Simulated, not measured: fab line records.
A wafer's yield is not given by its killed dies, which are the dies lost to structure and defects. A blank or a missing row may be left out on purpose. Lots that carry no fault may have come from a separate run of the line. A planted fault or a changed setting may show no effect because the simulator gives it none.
Matching of chambers | flow n5Finfet | N5_GATE_CUT_PECVD_57 on pecvd-03: 3 sister chambers
The step deposits SiNx from SiH4/NH3/N2, target thk 21 nm. 6 wafers are shown with their chamber, then 7 later ones without.

WAFERS WITH THEIR CHAMBER
wafer  | chamber | throttleValvePct (%) | showerheadPlenumPTorr (Torr)
L080.3 | 2       | 38.5                 | 5.27
L085.1 | 1       | 41.4                 | 5.17
L085.3 | 0       | 38.4                 | 5.33
L085.4 | 1       | 41.3                 | 5.17
L091.2 | 2       | 38.8                 | 5.28
L091.5 | 0       | 38.2                 | 5.33

WAFERS MISSING THEIR CHAMBER
wafer  | throttleValvePct (%) | showerheadPlenumPTorr (Torr)
L091.6 | 38.6                 | 5.24
L092.4 | 38.7                 | 5.25
L092.5 | 41.2                 | 5.18
L092.6 | 38.1                 | 5.34
L096.3 | 38.3                 | 5.33
L096.4 | 38.4                 | 5.33
L096.6 | 38.9                 | 5.25

THE CHAMBER EACH PASSED THROUGH
wafer  | from the rows above | in truth
L091.6 | 2                   | 2
L092.4 | 2                   | 2
L092.5 | 1                   | 1
L092.6 | 0                   | 0
L096.3 | 0                   | 0
L096.4 | 0                   | 0
L096.6 | 2                   | 2
7 of 7 placed correctly. From these rows, 0 cannot be placed. Placed wrongly: 0.
How it was worked out, from the rows above alone: a wafer's distance from a chamber is the root of the sum, over the readings, of the square of ((its reading less the chamber's mean) divided by the reading's scatter). The wafer belongs to the nearest chamber; if the next one is less than 2 further off, it can't be placed. Each chamber's mean is taken over the wafers shown for it. The scatter: take each reading less its chamber's mean, square it, sum over the shown wafers, divide by the number of wafers less the number of chambers, and take the root.
